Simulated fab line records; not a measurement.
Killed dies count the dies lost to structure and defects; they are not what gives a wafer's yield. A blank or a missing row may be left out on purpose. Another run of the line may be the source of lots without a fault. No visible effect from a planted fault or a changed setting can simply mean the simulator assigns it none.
Split-lot experiment :: flow n5_finfet :: 21 wafers read across 7 lots, on a route 1938 steps long

## ABOUT THE SPLIT
At N5_BEOL_M8_HM_DEP_02 (deposits TiN, target thk 20 nm), the setting target_thk_a was moved away from the recipe's 200 angstrom on 5 of the 21 wafers read, by +9.2% to +13.3%. This setting was run at the recipe's value on the other wafers.

## FROM THE SPLIT TO THE READING: what the file shows between them, 4 steps
- N5_BEOL_M8_COAT_59: time 60 s, resist thk 100 nm
- N5_BEOL_M8_COAT_60: time 60 s, resist thk 35 nm
- N5_BEOL_M8_STRIP_68: strips in N2/H2
- N5_BEOL_M8_STRIP_67: strips in CF4

## THE READING
etch.depth_nm (the simulator's own value, which no gauge read), in nm, at N5_BEOL_M8_HM_OPEN_17 (chemistry Cl2/BCl3, target TiN, target depth 20 nm, overetch 6 nm). The file gives no usual value for it. Across the 16 wafers here that went through the recipe, the average is 20.22 nm and the standard deviation 0.25 nm.

wafer: L074.1
tool, chamber at the split: pvd_sputter-02, -
target_thk_a as run, angstrom: 226.7
against the recipe: +13.3%
etch.depth_nm, nm: 22.51
against lot-mates on the recipe: +2.40

wafer: L074.2
tool, chamber at the split: pvd_sputter-02, -
target_thk_a as run, angstrom: 200
against the recipe: recipe
etch.depth_nm, nm: 20.11
against lot-mates on the recipe: -

wafer: L074.5
tool, chamber at the split: pvd_sputter-02, -
target_thk_a as run, angstrom: 226.7
against the recipe: +13.3%
etch.depth_nm, nm: 22.58
against lot-mates on the recipe: +2.47

wafer: L080.1
tool, chamber at the split: pvd_sputter-02, -
target_thk_a as run, angstrom: 225.9
against the recipe: +12.9%
etch.depth_nm, nm: 22.88
against lot-mates on the recipe: +2.25

wafer: L080.2
tool, chamber at the split: pvd_sputter-02, -
target_thk_a as run, angstrom: 200
against the recipe: recipe
etch.depth_nm, nm: 20.63
against lot-mates on the recipe: -

wafer: L080.5
tool, chamber at the split: pvd_sputter-02, -
target_thk_a as run, angstrom: 225.9
against the recipe: +12.9%
etch.depth_nm, nm: 23.3
against lot-mates on the recipe: +2.67

wafer: L081.1
tool, chamber at the split: pvd_sputter-03, -
target_thk_a as run, angstrom: 218.4
against the recipe: +9.2%
etch.depth_nm, nm: 21.68
against lot-mates on the recipe: +1.52

wafer: L081.2
tool, chamber at the split: pvd_sputter-03, -
target_thk_a as run, angstrom: 200
against the recipe: recipe
etch.depth_nm, nm: 20.2
against lot-mates on the recipe: -

wafer: L081.5
tool, chamber at the split: pvd_sputter-03, -
target_thk_a as run, angstrom: 200
against the recipe: recipe
etch.depth_nm, nm: 20.12
against lot-mates on the recipe: -

wafer: L084.1
tool, chamber at the split: pvd_sputter-03, -
target_thk_a as run, angstrom: 200
against the recipe: recipe
etch.depth_nm, nm: 20.51
against lot-mates on the recipe: -

wafer: L084.2
tool, chamber at the split: pvd_sputter-03, -
target_thk_a as run, angstrom: 200
against the recipe: recipe
etch.depth_nm, nm: 20.04
against lot-mates on the recipe: -

wafer: L084.4
tool, chamber at the split: pvd_sputter-03, -
target_thk_a as run, angstrom: 200
against the recipe: recipe
etch.depth_nm, nm: 20.44
against lot-mates on the recipe: -

wafer: L086.1
tool, chamber at the split: pvd_sputter-01, -
target_thk_a as run, angstrom: 200
against the recipe: recipe
etch.depth_nm, nm: 19.96
against lot-mates on the recipe: -

wafer: L086.3
tool, chamber at the split: pvd_sputter-01, -
target_thk_a as run, angstrom: 200
against the recipe: recipe
etch.depth_nm, nm: 20.51
against lot-mates on the recipe: -

wafer: L086.5
tool, chamber at the split: pvd_sputter-01, -
target_thk_a as run, angstrom: 200
against the recipe: recipe
etch.depth_nm, nm: 20.51
against lot-mates on the recipe: -

wafer: L087.3
tool, chamber at the split: pvd_sputter-01, -
target_thk_a as run, angstrom: 200
against the recipe: recipe
etch.depth_nm, nm: 19.86
against lot-mates on the recipe: -

wafer: L087.5
tool, chamber at the split: pvd_sputter-01, -
target_thk_a as run, angstrom: 200
against the recipe: recipe
etch.depth_nm, nm: 19.98
against lot-mates on the recipe: -

wafer: L087.6
tool, chamber at the split: pvd_sputter-01, -
target_thk_a as run, angstrom: 200
against the recipe: recipe
etch.depth_nm, nm: 20.38
against lot-mates on the recipe: -

wafer: L091.4
tool, chamber at the split: pvd_sputter-01, -
target_thk_a as run, angstrom: 200
against the recipe: recipe
etch.depth_nm, nm: 20.1
against lot-mates on the recipe: -

wafer: L091.5
tool, chamber at the split: pvd_sputter-01, -
target_thk_a as run, angstrom: 200
against the recipe: recipe
etch.depth_nm, nm: 19.85
against lot-mates on the recipe: -

wafer: L091.6
tool, chamber at the split: pvd_sputter-01, -
target_thk_a as run, angstrom: 200
against the recipe: recipe
etch.depth_nm, nm: 20.36
against lot-mates on the recipe: -

FIT RESULTS
A straight line over all 21 wafers: etch.depth_nm changes by +0.193 nm for each +1% of target_thk_a; r = +0.97; the points scatter about the line by 0.29 nm.
The same after taking each lot's own level away (the mean of its wafers on the recipe; 21 wafers): +0.184 nm for each +1%; r = +0.98; scatter 0.2 nm.
According to that fit, moving target_thk_a by its largest amount changes the reading by 2.5 nm.
The lots' own levels span 20.073 to 20.630 nm, that is 2.3 times the standard deviation above.
Hence the lot-to-lot level has little effect on the slope; both slopes agree.
Check: with one of the wafers moved furthest among these (+13.3%) left out of the fit, the line predicts +2.47 nm for it against its lot-mates. Against them it came out at +2.4 nm.

## THE WHOLE CHAIN: every reading that the file lists as answering this split, in the file's order
step: N5_BEOL_M8_HM_DEP_02
what it does: deposits TiN, target thk 20 nm
reading: TiN_of_BEOL_M8_HM_DEP_02.thk_nm (the simulator's own value, which no gauge read)
change (the file's fit): +0.18 nm for each +1% of the setting
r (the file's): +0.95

step: N5_BEOL_M8_HM_OPEN_17
what it does: chemistry Cl2/BCl3, target TiN, target depth 20 nm, overetch 6 nm
reading: etch.depth_nm (the simulator's own value, which no gauge read)
change (the file's fit): +0.182 nm for each +1% of the setting
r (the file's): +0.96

## THE FILE'S OWN FIT
etch.depth_nm changes by +0.182 nm for each +1% of target_thk_a, r = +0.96.
